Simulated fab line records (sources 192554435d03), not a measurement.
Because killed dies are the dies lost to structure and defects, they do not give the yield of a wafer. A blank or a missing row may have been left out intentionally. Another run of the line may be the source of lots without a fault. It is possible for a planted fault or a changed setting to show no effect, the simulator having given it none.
Struck lot and sound lot, side by side | flow n5 finfet | 18 steps out of a route of 1938
Sound: the wafers L262.3, L262.4, L262.5. Wafers L273.1, L273.3, L273.6 were the ones struck. Last of all comes the cause.
Per side, at each step with rows, come the tool, then ch with its chambers, and then its first start. Under that, the readings that differ: sound wafers | struck wafers | difference of the means | sigmas: that difference in standard deviations of wafers without a fault.
alike: a reading whose means differ by less than 2 such deviations, as well as words and numbers matching on both sides. not compared: withheld readings; readings where some wafer has no value; bounds like >300 that might hide an equal value; numbers whose values overlap and for which the record gives no deviation.
Wherever a step has rows on one side only, a row that says differs or no value, or a row with sigmas, the two part there. Numbers that have no deviation but don't overlap get no sigmas and don't part them. Lack of a reading on every wafer of one side parts them only where that side has two or more wafers.

first, 1 step without rows for these wafers: N5_MIM_TOP_LITHO_HARDBAKE_09 (time 120 s).
N5_MIM_TOP_LITHO_CD_MEAS_08: the cd target is 2000 nm.
  sound on cd sem-01 ch 0, day 12 18:19; struck on cd sem-03 ch 0, day 17 17:49
  alike: cd nm
N5_MIM_TOP_LITHO_OVL_MEAS_11:
  sound on overlay-01 ch 0, day 12 18:20; struck on overlay-02 ch 0, day 17 17:51
  alike: MIM_TOP_OVL
N5_MIM_TOP_LITHO_INSPECT_12: inspects for defects (macro).
  struck on defect inspect-02, day 17 17:52; sound on defect inspect-02, day 12 18:22
  alike: raw defect count
N5_MIM_TOP_LITHO_DESCUM_10: chemistry O2, time 7.9 s.
  sound on rie diel-01 ch 1,2,3, day 12 18:23; struck on rie diel-01 ch 0,2,3, day 17 18:01
  alike: drypump motor current A, oes product au, rf vpp V, showerhead plenum p Torr, throttle valve pct
  not compared: rf hours counter h
N5_MIM_TOP_ETCH_ETCH_00: etches TiN in Cl2/BCl3, target depth 38.5 nm.
  sound on rie metal-02 ch 0,1, day 12 18:31; struck on rie metal-02 ch 0,1, day 17 18:06
  alike: drypump motor current A, he backside leak sccm, oes product au, throttle valve pct
  not compared: rf hours counter h
N5_MIM_TOP_ETCH_STRIP_01: strips in O2.
  sound on rie diel-06 ch 0,1,3, day 12 18:47; struck on rie diel-02 ch 0,2, day 17 18:14
  alike: drypump motor current A, oes product au, rf vpp V, showerhead plenum p Torr, throttle valve pct
  not compared: rf hours counter h
N5_MIM_TOP_ETCH_PECVD_03: deposits SiNx from SiH4/NH3/N2, target thk 20 nm, time 17.6 s.
  sound on pecvd-01 ch 0,2, day 12 18:52; struck on pecvd-04 ch 0,1, day 17 18:18
  alike: heater power outer w, heater power w, showerhead plenum p Torr, throttle valve pct
then, 4 steps without rows for these wafers: N5_MIM_BOT_LITHO_HMDS_01 (time 60 s); N5_MIM_BOT_LITHO_COAT_02; N5_MIM_BOT_LITHO_EBR_04; N5_MIM_BOT_LITHO_SOFTBAKE_03 (time 90 s).
N5_MIM_BOT_LITHO_EXPOSE_05: exposes mask MIM BOT.
  sound on krf scanner-02 ch 0, day 12 19:11; struck on krf scanner-02 ch 0, day 17 18:30
  reading              | sound                | struck               | difference | sigmas
  exposure dose mJ cm2 | 24.273 24.304 24.296 | 21.704 21.721 21.689 | -2.586     | -99 or more
  alike: mask
then, 3 steps without rows for these wafers: N5_MIM_BOT_LITHO_PEB_06; N5_MIM_BOT_LITHO_DEVELOP_07 (develop time 60 s); N5_MIM_BOT_LITHO_HARDBAKE_09 (time 120 s).
N5_MIM_BOT_LITHO_CD_MEAS_08: the cd target is 3000 nm.
  sound on cd sem-02 ch 0, day 12 19:21; struck on cd sem-01 ch 0, day 17 18:41
  reading    | sound                | struck               | difference | sigmas
  cd nm (nm) | 2998.8 2996.1 2994.8 | 2980.1 2979.9 2977.7 | -17.3      | -8
N5_MIM_BOT_LITHO_OVL_MEAS_11:
  sound on overlay-01 ch 0, day 12 19:22; struck on overlay-01 ch 0, day 17 18:43
  alike: MIM_BOT_OVL

WHERE THEY PART
Earliest at N5_MIM_BOT_LITHO_EXPOSE_05; latest, in this record, at N5_MIM_BOT_LITHO_CD_MEAS_08. Later steps at which nothing parts them and some readings are alike: N5_MIM_BOT_LITHO_OVL_MEAS_11.

WHY: what had been put in by the simulator
Process parameters drifting: krf scanner-02 at N5_MIM_BOT_LITHO_EXPOSE_05, beginning at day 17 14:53. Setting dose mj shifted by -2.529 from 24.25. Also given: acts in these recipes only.
